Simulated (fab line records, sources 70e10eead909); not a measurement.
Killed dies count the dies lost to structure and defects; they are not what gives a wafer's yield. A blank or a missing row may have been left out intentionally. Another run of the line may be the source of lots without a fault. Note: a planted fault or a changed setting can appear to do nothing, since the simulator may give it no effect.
fab line records	flow nandHarc
[record] lots = 24	wafers = 72	lastDay = 33
route steps=1302 shown A_ONON_D1@439 A_CHANNEL_HOLE_D1@464 A_CHANNEL_FILL_D1@492
lots that met no fault: from a run of the same line without faults
startH: the number of hours between the record's first day and the start of the first shown wafer of the lot	waitH: how many hours have passed since the lot's step before this one	" the same as in the row above	L1.1+2: a single row standing in for several wafers	- no value, or no start given	* or withheld: withheld	< > ~ a bound
route shown NAME@n: NAME is a module with steps in the file, n the number in the route of the first one	usual: average and standard deviation across the fault-free wafers	same: alike in all rows	chamber/n: place in a boat	sites: the reading at each site	_std_site: standard deviation of those values	_edge_site: outer sites' mean less inner sites'	radiusMm: how far each site lies from the wafer's centre	mask NAME#n: copy n	behind: the last tool/chamber to shape the wafer	hold: reason for holding the lot/hours on hold/outcome of the hold	device: whichever transistor did not switch (one of n, p or np)	end of line: the route-end tests of the same wafers	a step with no rows: only its recipe	killed: at the first sort, the dies lost to defects and structure; wafer yield is something else	map: a wafer's dies, x killed, . not, _ none there
set.NAME: the run value of the setting; set.NAME@STEP: its run value at that earlier step	model.NAME: the simulator's own value behind a step, which no gauge read
route steps across a sampled set of lots; one table per step, one row per wafer
services: the hour from which a tool's chamber was out of use, counted from the record's first day as startH (under 0 if before that day), plus the number of hours and why
[[steps]]
[step NHARC_A_ONON_D1_THK_MEAS_21]
[recipe] thkMeasGauge = ellipsometry
[usual] thkNm = 997/11
lot.wafer	tool	chamber	startH	waitH	thkNm
L074.1	filmMetro-02	-	173.07	-	999
L074.5	"	-	"	"	998
L074.6	"	-	"	"	998
L075.1	filmMetro-01	-	183.32	-	990
L075.2	"	-	"	"	988
L075.5	"	-	"	"	991
L076.1	filmMetro-02	-	191.33	-	996
L076.3	"	-	"	"	993
L076.5	"	-	"	"	996
L077.1	filmMetro-02	-	208.12	-	1005
L077.2	"	-	"	"	1004
L077.6	"	-	"	"	1003
L078.1	filmMetro-01	-	208.13	-	998
L078.2	"	-	"	"	999
L078.4	"	-	"	"	999
L079.2	filmMetro-02	-	225.46	-	998
L079.3	"	-	"	"	996
L079.4	"	-	"	"	996
L080.2	filmMetro-02	-	232.44	-	996
L080.4	"	-	"	"	998
L080.5	"	-	"	"	997
L081.3	filmMetro-02	-	240.95	-	989
L081.4	"	-	"	"	990
L081.6	"	-	"	"	989
L082.2	filmMetro-01	-	249.84	-	981
L082.5	"	-	"	"	980
L082.6	"	-	"	"	980
L083.1	filmMetro-01	-	268.99	-	1003
L083.5	"	-	"	"	1006
L083.6	"	-	"	"	1003
L084.1	filmMetro-02	-	278.60	-	975
L084.4	"	-	"	"	975
L084.6	"	-	"	"	975
L085.2	filmMetro-02	-	285.38	-	1000
L085.3	"	-	"	"	1003
L085.5	"	-	"	"	998
L086.1	filmMetro-02	-	290.71	-	988
L086.2	"	-	"	"	988
L086.3	"	-	"	"	991
L088.1	filmMetro-01	-	314.77	-	994
L088.3	"	-	"	"	995
L088.6	"	-	"	"	996
L087.3	filmMetro-02	-	314.77	-	1012
L087.4	"	-	"	"	1012
L087.6	"	-	"	"	1013
L089.1	filmMetro-02	-	320.15	-	1017
L089.4	"	-	"	"	1017
L089.6	"	-	"	"	1018
L090.1	filmMetro-01	-	335.36	-	985
L090.3	"	-	"	"	986
L090.6	"	-	"	"	987
L091.1	filmMetro-02	-	335.36	-	1006
L091.5	"	-	"	"	1005
L091.6	"	-	"	"	1007
L092.1	filmMetro-02	-	354.29	-	1024
L092.3	"	-	"	"	1024
L092.4	"	-	"	"	1025
L093.2	filmMetro-01	-	354.30	-	987
L093.3	"	-	"	"	987
L093.6	"	-	"	"	988
L094.3	filmMetro-01	-	378.04	-	1005
L094.4	"	-	"	"	1004
L094.6	"	-	"	"	1006
L095.2	filmMetro-01	-	378.05	-	994
L095.3	"	-	"	"	993
L095.6	"	-	"	"	995
L096.3	filmMetro-01	-	393.35	-	995
L096.4	"	-	"	"	996
L096.6	"	-	"	"	993
L097.1	filmMetro-02	-	409.99	-	994
L097.3	"	-	"	"	989
L097.6	"	-	"	"	991
[step NHARC_A_CHANNEL_HOLE_D1_INSPECT_12]
[usual] rawDefectCount = 5.8/2.5
lot.wafer	tool	chamber	startH	waitH	rawDefectCount
L074.1	defectInspect-02	-	178.14	0.0	8
L074.5	"	-	"	"	4
L074.6	"	-	"	"	3
L075.1	defectInspect-02	-	192.00	0.0	8
L075.2	"	-	"	"	4
L075.5	"	-	"	"	6
L076.1	defectInspect-02	-	202.34	0.0	4
L076.3	"	-	"	"	7
L076.5	"	-	"	"	4
L078.1	defectInspect-01	-	213.20	0.0	7
L078.2	"	-	"	"	6
L078.4	"	-	"	"	2
L077.1	defectInspect-02	-	213.97	0.0	6
L077.2	"	-	"	"	3
L077.6	"	-	"	"	6
L079.2	defectInspect-02	-	232.46	0.0	5
L079.3	"	-	"	"	6
L079.4	"	-	"	"	5
L080.2	defectInspect-02	-	237.78	0.0	2
L080.4	"	-	"	"	3
L080.5	"	-	"	"	8
L081.3	defectInspect-02	-	246.08	0.0	3
L081.4	"	-	"	"	2
L081.6	"	-	"	"	5
L082.2	defectInspect-01	-	255.56	0.0	3
L082.5	"	-	"	"	8
L082.6	"	-	"	"	6
L083.1	defectInspect-02	-	277.98	0.0	6
L083.5	"	-	"	"	7
L083.6	"	-	"	"	7
L084.1	defectInspect-02	-	284.47	0.0	7
L084.4	"	-	"	"	7
L084.6	"	-	"	"	5
L085.2	defectInspect-01	-	291.28	0.0	9
L085.3	"	-	"	"	12
L085.5	"	-	"	"	8
L086.1	defectInspect-01	-	295.81	0.0	4
L086.2	"	-	"	"	5
L086.3	"	-	"	"	5
L087.3	defectInspect-02	-	320.98	0.0	3
L087.4	"	-	"	"	8
L087.6	"	-	"	"	4
L088.1	defectInspect-01	-	322.80	0.0	8
L088.3	"	-	"	"	3
L088.6	"	-	"	"	2
L089.1	defectInspect-01	-	325.33	0.0	6
L089.4	"	-	"	"	1
L089.6	"	-	"	"	5
L090.1	defectInspect-01	-	340.31	0.0	7
L090.3	"	-	"	"	6
L090.6	"	-	"	"	6
L091.1	defectInspect-02	-	340.63	0.0	8
L091.5	"	-	"	"	9
L091.6	"	-	"	"	3
L093.2	defectInspect-02	-	362.54	0.0	8
L093.3	"	-	"	"	8
L093.6	"	-	"	"	11
L092.1	defectInspect-02	-	362.70	0.0	5
L092.3	"	-	"	"	9
L092.4	"	-	"	"	9
L094.3	defectInspect-02	-	384.03	0.0	5
L094.4	"	-	"	"	4
L094.6	"	-	"	"	2
L095.2	defectInspect-02	-	384.55	0.0	5
L095.3	"	-	"	"	10
L095.6	"	-	"	"	3
L096.3	defectInspect-02	-	399.22	0.0	7
L096.4	"	-	"	"	5
L096.6	"	-	"	"	3
L097.1	defectInspect-01	-	415.68	0.0	5
L097.3	"	-	"	"	4
L097.6	"	-	"	"	5
[step NHARC_A_CHANNEL_HOLE_D1_ETCH_26]
[recipe] biasV = 300	sourceW = 2000	pressureMtorr = 30	timeS = 224.1	arFlowSccm = 375	c4f8FlowSccm = 11.4	o2FlowSccm = 113.6	tempC = -20	targetDepthA = 3000	chemistry = C4F8/O2/Ar
[usual] drypumpMotorCurrentA = 5.3/0.62	mfcArSccm = 375.0/1.3	oesAirLineAu = 1.002/0.019	showerheadPlenumPTorr = 3.70/0.1	tempC = -19.99/0.12	throttleValvePct = 24.584/0.0096
lot.wafer	tool	chamber	startH	waitH	drypumpMotorCurrentA	mfcArSccm	oesAirLineAu	rfHoursCounterH	showerheadPlenumPTorr	tempC	throttleValvePct
L074.1	harEtch-02	0	183.19	0.7	4.8	376.2	1.000	290	3.64	-20.01	24.566
L074.6	"	0	"	"	4.9	376.4	0.996	-	3.64	-19.98	24.594
L074.5	"	1	"	"	4.7	374.9	1.008	-	3.82	-20.00	24.589
L075.1	harEtch-01	1	197.04	0.7	6.2	376.2	0.992	91	3.63	-19.94	24.605
L075.2	"	0	"	"	5.6	373.7	0.975	91	3.77	-19.80	24.589
L075.5	"	0	"	"	5.6	374.4	1.021	-	3.77	-19.80	24.578
L076.1	harEtch-02	1	207.32	0.7	4.6	376.1	1.002	305	3.81	-19.97	24.578
L076.3	"	1	"	"	4.6	374.9	0.998	-	3.81	-20.09	24.590
L076.5	"	1	"	"	4.7	377.7	1.009	-	3.81	-19.97	24.592
L078.1	harEtch-02	0	218.28	0.7	4.9	376.4	1.013	313	3.63	-20.14	24.568
L078.2	"	1	"	"	4.7	373.3	0.989	313	3.81	-20.13	24.604
L078.4	"	1	"	"	4.7	372.1	1.002	-	3.81	-20.24	24.568
L077.2	harEtch-01	0	220.61	0.7	5.6	375.8	0.953	107	3.76	-19.87	24.588
L077.1	"	1	"	"	6.2	375.4	1.034	107	3.62	-20.10	24.567
L077.6	"	0	"	"	5.6	374.5	0.984	-	3.76	-19.94	24.587
L079.2	harEtch-01	0	-	-	5.6	373.7	0.999	118	3.76	-20.13	24.581
L079.4	"	1	"	"	6.2	373.3	0.995	-	3.61	-20.04	24.583
L079.3	"	0	"	"	5.6	373.6	0.975	-	3.76	-20.20	24.569
L080.2	harEtch-02	1	242.81	0.7	4.6	373.4	0.979	328	3.80	-19.99	24.567
L080.4	"	1	"	"	4.6	374.1	0.992	-	3.80	-19.91	24.575
L080.5	"	0	"	"	4.9	373.7	1.005	-	3.62	-19.88	24.592
L081.4	harEtch-01	1	251.18	0.5	6.2	374.7	0.989	-	3.61	-19.95	24.578
L081.3	"	0	"	"	5.6	372.6	1.012	-	3.76	-20.11	24.606
L081.6	"	1	"	"	6.2	376.9	1.005	-	3.61	-20.09	24.582
L082.2	harEtch-02	1	264.69	1.2	4.7	375.1	1.021	-	3.79	-19.99	24.573
L082.5	"	1	"	"	4.7	373.7	1.016	-	3.79	-19.95	24.583
L082.6	"	1	"	"	4.7	376.6	0.995	-	3.79	-20.09	24.582
L083.1	harEtch-02	1	283.45	0.6	4.7	374.6	0.983	355	3.78	-19.99	24.581
L083.5	"	0	"	"	4.8	376.4	0.994	-	3.61	-19.97	24.563
L083.6	"	1	"	"	4.6	374.1	0.995	-	3.78	-20.06	24.587
L084.1	harEtch-01	1	289.74	0.7	6.2	374.8	0.975	149	3.60	-19.94	24.570
L084.4	"	1	"	"	6.2	375.8	0.997	-	3.60	-20.00	24.574
L084.6	"	1	"	"	6.2	376.6	1.047	-	3.60	-20.16	24.603
L085.2	harEtch-02	1	296.30	0.7	4.7	374.3	1.000	363	3.78	-20.10	24.590
L085.3	"	1	"	"	4.7	376.0	0.965	-	3.78	-19.99	24.574
L085.5	"	1	"	"	4.7	375.6	1.021	-	3.78	-19.93	24.585
L086.1	harEtch-01	1	300.80	0.7	6.2	374.5	1.019	156	3.59	-20.06	24.580
L086.2	"	0	"	"	5.6	374.8	0.998	156	3.74	-19.74	24.580
L086.3	"	0	"	"	5.6	374.0	0.983	-	3.74	-19.97	24.585
L087.3	harEtch-02	1	327.09	0.5	4.7	374.3	0.979	-	3.77	-20.09	24.580
L087.4	"	0	"	"	4.8	374.9	0.963	-	3.60	-20.10	24.565
L087.6	"	0	"	"	4.9	375.8	1.011	-	3.60	-20.06	24.584
L088.1	harEtch-01	1	328.35	0.7	6.2	375.6	0.982	172	3.58	-19.78	24.582
L088.3	"	1	"	"	6.2	375.0	1.001	-	3.58	-19.82	24.593
L088.6	"	0	"	"	5.6	376.6	1.004	-	3.73	-20.07	24.594
L089.1	harEtch-02	1	331.18	0.7	4.6	372.4	1.030	382	3.77	-20.08	24.577
L089.4	"	1	"	"	4.6	376.1	1.035	-	3.77	-20.11	24.579
L089.6	"	1	"	"	4.6	374.4	1.014	-	3.77	-19.94	24.574
L090.1	harEtch-01	0	345.44	0.7	5.6	376.0	0.980	179	3.72	-20.10	24.585
L090.3	"	1	"	"	6.2	375.8	1.019	-	3.58	-19.95	24.585
L090.6	"	1	"	"	6.2	373.3	1.038	-	3.58	-19.85	24.588
L091.1	harEtch-02	1	345.92	0.6	4.7	375.9	0.996	390	3.76	-19.95	24.594
L091.6	"	0	"	"	4.8	375.5	1.049	-	3.59	-19.91	24.593
L091.5	"	1	"	"	4.7	375.7	0.981	-	3.76	-19.98	24.574
L093.2	harEtch-01	0	368.04	0.6	5.6	373.9	1.026	195	3.71	-20.06	24.591
L093.3	"	1	"	"	6.2	377.2	0.995	-	3.57	-20.00	24.597
L093.6	"	0	"	"	5.6	374.0	1.015	-	3.71	-19.83	24.578
L092.1	harEtch-01	1	372.18	0.6	6.2	377.5	1.010	198	3.57	-19.82	24.586
L092.3	"	0	"	"	5.6	373.2	1.009	-	3.71	-20.07	24.594
L092.4	"	1	"	"	6.2	377.8	1.011	-	3.57	-20.00	24.581
L094.4	harEtch-01	1	391.63	0.5	6.2	375.0	1.007	-	3.56	-19.75	24.591
L094.3	"	0	"	"	5.6	374.0	1.014	-	3.71	-20.06	24.580
L094.6	"	1	"	"	6.2	376.3	1.012	-	3.56	-19.91	24.585
L095.2	harEtch-01	1	395.76	0.6	6.2	377.8	1.013	214	3.56	-20.13	24.576
L095.3	"	0	"	"	5.6	376.7	1.006	-	3.70	-19.83	24.574
L095.6	"	1	"	"	6.2	375.7	1.003	-	3.56	-20.13	24.608
L096.4	harEtch-02	0	406.26	0.5	4.9	375.6	1.000	-	3.98	-20.04	24.582
L096.3	"	1	"	"	4.7	375.3	1.001	-	3.74	-19.95	24.572
L096.6	"	0	"	"	4.9	374.1	1.001	-	3.99	-20.19	24.586
L097.1	harEtch-02	1	420.94	0.6	4.6	374.8	1.012	15	3.74	-20.07	24.572
L097.3	"	0	"	"	4.8	374.9	0.999	-	3.98	-19.98	24.574
L097.6	"	1	"	"	4.6	375.9	1.032	-	3.74	-19.93	24.581
[step NHARC_A_CHANNEL_HOLE_D1_ETCH_44]
[recipe] targetDepthA = 1400	overetchA = 140	timeS = 77	ionEnergyEv = 100	cf4FlowSccm = 80	o2FlowSccm = 20	arFlowSccm = 0	rfW = 300	biasW = 100	chemistry = CF4/O2
[usual] drypumpMotorCurrentA = 5.8/0.63	mfcArSccm = 0.004/0.0069	oesProductAu = 1.003/0.013	rfFwdPowerW = 298.3/1.1	rfVppV = 197.2/1.2	showerheadPlenumPTorr = 1.30/0.04	throttleValvePct = 13.399/0.0085
lot.wafer	tool	chamber	startH	waitH	drypumpMotorCurrentA	mfcArSccm	oesProductAu	rfFwdPowerW	rfHoursCounterH	rfVppV	showerheadPlenumPTorr	throttleValvePct
L074.1	rieDiel-11	0	184.17	0.1	5.5	0	1.018	298.0	8	197.0	1.27	13.390
L074.5	"	3	"	"	6.2	0	1.004	298.1	-	197.4	1.32	13.403
L074.6	"	0	"	"	5.4	0	1.013	299.5	-	195.5	1.27	13.401
L075.2	rieDiel-11	0	197.99	0.1	5.5	0	1.005	297.0	9	195.9	1.27	13.396
L075.1	"	3	"	"	6.2	0	0.996	298.4	10	198.1	1.32	13.387
L075.5	"	0	"	"	5.5	0	1.008	298.1	-	196.8	1.27	13.388
L076.1	rieDiel-11	1	208.27	0.1	6.5	0.005	0.998	297.7	9	198.0	1.32	13.400
L076.3	"	3	"	"	6.2	0	1.000	297.5	11	199.8	1.32	13.395
L076.5	"	2	"	"	4.8	0	1.022	296.8	-	197.0	1.27	13.404
L078.1	rieDiel-11	1	219.30	0.0	6.5	0.005	0.997	297.8	11	198.1	1.32	13.419
L078.4	"	3	"	"	6.2	0	0.995	298.3	12	199.1	1.32	13.408
L078.2	"	0	"	"	5.5	0	1.021	298.1	11	195.1	1.27	13.410
L077.1	rieDiel-11	2	221.56	0.1	4.8	0	1.025	297.8	11	195.8	1.27	13.397
L077.2	"	3	"	"	6.2	0	1.000	297.3	12	197.9	1.32	13.397
L077.6	"	3	"	"	6.2	0	0.998	299.5	-	195.7	1.32	13.398
L079.2	rieDiel-04	2	238.74	0.4	5.7	0.019	1.011	299.3	16	196.4	1.26	13.396
L079.3	"	0	"	"	5.3	0.027	1.011	299.7	15	194.5	1.26	13.398
L079.4	"	1	"	"	6.5	0	0.985	294.6	14	198.9	1.38	13.396
L080.4	rieDiel-04	1	243.76	0.1	6.6	0	0.986	294.7	15	199.4	1.38	13.408
L080.2	"	3	"	"	6.6	0.012	0.982	297.1	16	199.2	1.38	13.395
L080.5	"	1	"	"	6.6	0	0.975	296.3	-	199.3	1.38	13.384
L081.3	rieDiel-11	1	252.06	0.1	6.4	0.005	0.988	297.3	13	196.2	1.32	13.403
L081.4	"	0	"	"	5.4	0	1.007	298.7	13	196.2	1.27	13.391
L081.6	"	1	"	"	6.5	0.005	0.980	298.4	-	198.1	1.32	13.406
L082.2	rieDiel-11	2	265.97	0.1	4.8	0	1.007	297.8	0	196.6	1.27	13.414
L082.6	"	3	"	"	6.2	0	0.993	299.1	-	197.2	1.32	13.396
L082.5	"	0	"	"	5.5	0	1.016	297.8	-	196.0	1.27	13.399
L083.1	rieDiel-11	2	284.36	0.1	4.8	0	1.010	297.9	1	196.2	1.27	13.414
L083.6	"	1	"	"	6.5	0.005	0.985	298.4	-	198.7	1.32	13.398
L083.5	"	2	"	"	4.8	0	1.003	298.0	-	196.3	1.27	13.398
L084.4	rieDiel-11	2	290.69	0.1	4.8	0	1.000	298.4	2	197.0	1.27	13.405
L084.1	"	0	"	"	5.5	0	1.023	298.3	2	196.3	1.27	13.390
L084.6	"	3	"	"	6.2	0	1.010	299.5	-	198.3	1.32	13.387
L085.2	rieDiel-04	1	297.25	0.1	6.5	0	0.999	296.0	33	199.8	1.37	13.406
L085.3	"	2	"	"	5.7	0.019	1.001	299.0	35	195.6	1.26	13.395
L085.5	"	1	"	"	6.6	0	0.996	294.9	-	197.9	1.37	13.407
L086.2	rieDiel-11	2	301.75	0.1	4.8	0	1.007	298.5	3	196.0	1.27	13.400
L086.1	"	0	"	"	5.4	0	1.018	299.8	4	195.8	1.27	13.399
L086.3	"	1	"	"	6.5	0.005	0.996	297.1	3	197.7	1.32	13.393
L087.3	rieDiel-11	3	327.97	0.1	6.2	0	0.993	297.9	5	197.0	1.32	13.386
L087.4	"	2	"	"	4.8	0	1.005	297.6	5	195.9	1.27	13.399
L087.6	"	0	"	"	5.4	0	1.008	298.5	-	196.2	1.27	13.396
L088.3	rieDiel-05	2	329.32	0.0	5.5	0.025	1.014	299.7	26	198.2	1.31	13.415
L088.1	"	1	"	"	5.1	0	0.997	297.5	28	198.1	1.30	13.403
L088.6	"	3	"	"	5.7	0	0.973	299.5	-	200.4	1.44	13.404
L089.1	rieDiel-11	2	332.14	0.1	4.8	0	1.013	299.8	5	196.0	1.27	13.393
L089.4	"	3	"	"	6.2	0	1.002	298.2	5	198.0	1.32	13.409
L089.6	"	0	"	"	5.5	0	1.020	298.2	-	194.9	1.27	13.401
L090.1	rieDiel-11	0	346.39	0.1	5.5	0	1.025	299.1	8	196.8	1.27	13.395
L090.3	"	1	"	"	6.5	0.005	0.980	298.0	7	198.3	1.32	13.386
L090.6	"	1	"	"	6.5	0.005	0.987	298.5	-	197.1	1.32	13.379
L091.1	rieDiel-05	1	346.85	0.1	5.1	0	0.999	297.9	35	197.1	1.30	13.403
L091.6	"	3	"	"	5.7	0	0.996	299.0	-	199.7	1.44	13.380
L091.5	"	0	"	"	5.7	0.014	0.993	299.3	-	197.9	1.36	13.401
L093.2	rieDiel-11	1	368.95	0.1	6.5	0.005	0.980	297.6	10	197.2	1.32	13.404
L093.3	"	3	"	"	6.2	0	0.992	298.5	10	197.5	1.32	13.389
L093.6	"	2	"	"	4.8	0	1.009	297.1	-	195.2	1.27	13.406
L092.3	rieDiel-11	3	373.10	0.1	6.2	0	0.986	296.3	10	197.6	1.32	13.411
L092.1	"	1	"	"	6.5	0.005	0.981	297.8	10	198.1	1.32	13.406
L092.4	"	2	"	"	4.8	0	1.014	297.3	8	196.7	1.27	13.397
L094.3	rieDiel-11	1	392.52	0.1	6.5	0.005	0.989	297.5	12	198.1	1.32	13.395
L094.4	"	2	"	"	4.8	0	1.011	298.1	10	195.7	1.27	13.406
L094.6	"	2	"	"	4.8	0	0.997	297.3	-	195.5	1.27	13.405
L095.2	rieDiel-11	0	396.69	0.1	5.4	0	1.016	299.0	11	195.4	1.27	13.408
L095.3	"	2	"	"	4.8	0	1.003	298.1	10	196.3	1.27	13.398
L095.6	"	1	"	"	6.5	0.005	0.988	298.7	-	197.9	1.32	13.409
L096.3	rieDiel-11	3	407.13	0.1	6.2	0	0.994	298.5	13	198.3	1.32	13.392
L096.4	"	0	"	"	5.5	0	1.018	298.4	12	195.4	1.27	13.396
L096.6	"	0	"	"	5.5	0	1.010	298.6	-	196.7	1.27	13.392
L097.3	rieDiel-11	0	421.87	0.1	5.5	0	1.020	299.3	15	196.4	1.27	13.409
L097.1	"	1	"	"	6.5	0.005	0.983	298.5	15	197.3	1.32	13.397
L097.6	"	2	"	"	4.8	0	1.005	298.5	-	196.3	1.27	13.398
[step NHARC_A_CHANNEL_HOLE_D1_INSPECT_40]
[usual] rawDefectCount = 71/25
lot.wafer	tool	chamber	startH	waitH	rawDefectCount
L074.1	defectInspect-01	-	185.18	-	100
L074.5	"	-	"	"	86
L074.6	"	-	"	"	111
L075.1	defectInspect-02	-	198.98	-	47
L075.2	"	-	"	"	75
L075.5	"	-	"	"	57
L076.1	defectInspect-02	-	209.25	-	94
L076.3	"	-	"	"	110
L076.5	"	-	"	"	113
L078.1	defectInspect-02	-	220.29	-	119
L078.2	"	-	"	"	99
L078.4	"	-	"	"	99
L077.1	defectInspect-02	-	222.54	-	47
L077.2	"	-	"	"	45
L077.6	"	-	"	"	56
L079.2	defectInspect-01	-	239.72	-	35
L079.3	"	-	"	"	45
L079.4	"	-	"	"	34
L080.2	defectInspect-01	-	244.74	-	85
L080.4	"	-	"	"	97
L080.5	"	-	"	"	89
L081.3	defectInspect-01	-	253.04	-	41
L081.4	"	-	"	"	42
L081.6	"	-	"	"	43
L082.2	defectInspect-01	-	266.94	-	78
L082.5	"	-	"	"	85
L082.6	"	-	"	"	64
L083.1	defectInspect-02	-	285.34	-	106
L083.5	"	-	"	"	88
L083.6	"	-	"	"	97
L084.1	defectInspect-02	-	291.66	-	62
L084.4	"	-	"	"	65
L084.6	"	-	"	"	53
L085.2	defectInspect-01	-	298.22	-	116
L085.3	"	-	"	"	122
L085.5	"	-	"	"	75
L086.1	defectInspect-01	-	302.73	-	59
L086.2	"	-	"	"	59
L086.3	"	-	"	"	61
L087.3	defectInspect-02	-	328.95	-	106
L087.4	"	-	"	"	120
L087.6	"	-	"	"	106
L088.1	defectInspect-02	-	330.30	-	66
L088.3	"	-	"	"	58
L088.6	"	-	"	"	64
L089.1	defectInspect-01	-	333.12	-	118
L089.4	"	-	"	"	82
L089.6	"	-	"	"	107
L090.1	defectInspect-01	-	347.36	-	75
L090.3	"	-	"	"	59
L090.6	"	-	"	"	56
L091.1	defectInspect-01	-	347.82	-	96
L091.5	"	-	"	"	85
L091.6	"	-	"	"	101
L093.2	defectInspect-01	-	369.93	-	48
L093.3	"	-	"	"	70
L093.6	"	-	"	"	70
L092.1	defectInspect-02	-	374.08	-	68
L092.3	"	-	"	"	61
L092.4	"	-	"	"	72
L094.3	defectInspect-02	-	393.50	-	55
L094.4	"	-	"	"	49
L094.6	"	-	"	"	88
L095.2	defectInspect-01	-	397.67	-	59
L095.3	"	-	"	"	68
L095.6	"	-	"	"	52
L096.3	defectInspect-01	-	408.11	-	27
L096.4	"	-	"	"	42
L096.6	"	-	"	"	28
L097.1	defectInspect-02	-	422.84	-	64
L097.3	"	-	"	"	43
L097.6	"	-	"	"	25
[step NHARC_A_CHANNEL_FILL_D1_ALD_02]
[recipe] targetThkA = 60	pulseTimeS = 10	aldCycles = 60	tempC = 300	material = SiO2
[usual] heaterPowerW = 459/51	precursorPulseHeightRel = 1.000/0.018
[same] pulseTimeS = 10
lot.wafer	tool	chamber	startH	waitH	heaterPowerW	precursorPulseHeightRel
L074.1	aldHk-02	0	185.44	-	484	1.012
L074.5	"	3	"	"	515	0.968
L074.6	"	0	"	"	472	0.985
L075.2	aldHk-02	1	199.17	-	417	1.018
L075.1	"	0	"	"	496	0.994
L075.5	"	1	"	"	411	1.005
L076.1	aldHk-02	2	209.70	-	524	1.009
L076.3	"	3	"	"	514	0.997
L076.5	"	1	"	"	416	0.995
L078.1	aldHk-02	2	220.56	-	525	0.975
L078.4	"	3	"	"	503	0.985
L078.2	"	0	"	"	478	1.019
L077.2	aldHk-03	0	224.31	-	453	0.992
L077.1	"	2	"	"	462	1.006
L077.6	"	1	"	"	393	1.005
L079.2	aldHk-02	3	239.91	-	516	1.020
L079.4	"	0	"	"	489	1.011
L079.3	"	2	"	"	528	0.995
L080.2	aldHk-01	1	244.93	-	450	0.994
L080.4	"	2	"	"	512	1.006
L080.5	"	1	"	"	456	0.989
L081.4	aldHk-01	3	253.23	-	435	1.011
L081.3	"	2	"	"	516	1.001
L081.6	"	3	"	"	422	1.002
L082.2	aldHk-01	3	267.36	-	443	0.987
L082.5	"	0	"	"	415	0.988
L082.6	"	1	"	"	459	0.993
L083.1	aldHk-02	2	285.74	-	533	0.964
L083.6	"	3	"	"	505	1.015
L083.5	"	0	"	"	501	1.028
L084.4	aldHk-03	1	291.85	-	391	0.996
L084.1	"	2	"	"	447	1.003
L084.6	"	1	"	"	401	0.998
L085.2	aldHk-02	1	298.49	-	406	1.000
L085.3	"	2	"	"	543	1.010
L085.5	"	1	"	"	420	1.001
L086.1	aldHk-03	3	302.92	-	355	0.959
L086.3	"	1	"	"	399	1.031
L086.2	"	2	"	"	456	1.012
L087.3	aldHk-01	3	329.15	-	468	0.967
L087.4	"	0	"	"	415	1.024
L087.6	"	0	"	"	439	1.035
L088.3	aldHk-02	1	330.49	-	421	0.987
L088.1	"	3	"	"	510	0.978
L088.6	"	2	"	"	526	1.001
L089.1	aldHk-01	2	333.46	-	492	1.032
L089.4	"	3	"	"	460	0.987
L089.6	"	0	"	"	415	0.990
L090.3	aldHk-02	0	347.55	-	484	1.007
L090.1	"	2	"	"	531	0.997
L090.6	"	1	"	"	422	0.991
L091.1	aldHk-01	1	348.03	-	453	1.001
L091.5	"	1	"	"	455	1.041
L091.6	"	2	"	"	510	0.995
L093.3	aldHk-03	1	372.30	-	403	0.980
L093.2	"	3	"	"	357	1.020
L093.6	"	0	"	"	459	1.011
L092.3	aldHk-03	2	374.27	-	460	1.024
L092.4	"	0	"	"	452	1.012
L092.1	"	1	"	"	400	1.011
L094.4	aldHk-01	0	393.83	-	422	1.008
L094.3	"	1	"	"	459	1.016
L094.6	"	3	"	"	453	1.004
L095.2	aldHk-02	1	397.94	-	413	1.014
L095.3	"	3	"	"	519	1.005
L095.6	"	1	"	"	417	1.008
L096.3	aldHk-03	0	408.37	-	422	1.019
L096.4	"	2	"	"	449	1.005
L096.6	"	0	"	"	434	0.982
L097.1	aldHk-02	2	423.03	-	531	0.963
L097.3	"	3	"	"	536	1.002
L097.6	"	3	"	"	519	0.988
[[services]]
tool	chamber	startH	hours	kind
rieDiel-11	0	161.01	-	clean
rieDiel-11	1	161.01	-	clean
aldHk-02	-	172.68	10.0	pm
rieDiel-04	-	178.68	9.0	pm
aldHk-03	-	206.80	2.8	repair
aldHk-03	-	214.31	10.0	pm
rieDiel-11	1	222.13	6.3	repair
rieDiel-05	-	231.94	9.0	pm
rieDiel-11	-	255.51	9.0	pm
rieDiel-05	0	271.40	9.3	repair
rieDiel-11	2	277.51	4.8	repair
aldHk-01	-	298.33	10.0	pm
rieDiel-04	3	320.44	3.2	repair
rieDiel-04	-	332.47	2.3	repair
aldHk-02	-	350.68	10.0	pm
rieDiel-11	2	350.93	13.2	repair
rieDiel-04	-	355.68	9.0	pm
harEtch-02	-	377.00	17.0	pm
rieDiel-11	0	377.43	8.8	repair
rieDiel-04	2	384.20	2.6	repair
rieDiel-11	-	388.55	0.5	repair
aldHk-03	-	392.31	10.0	pm
rieDiel-05	-	410.51	9.0	pm
aldHk-03	-	420.90	2.4	repair
[[key]]
fault none
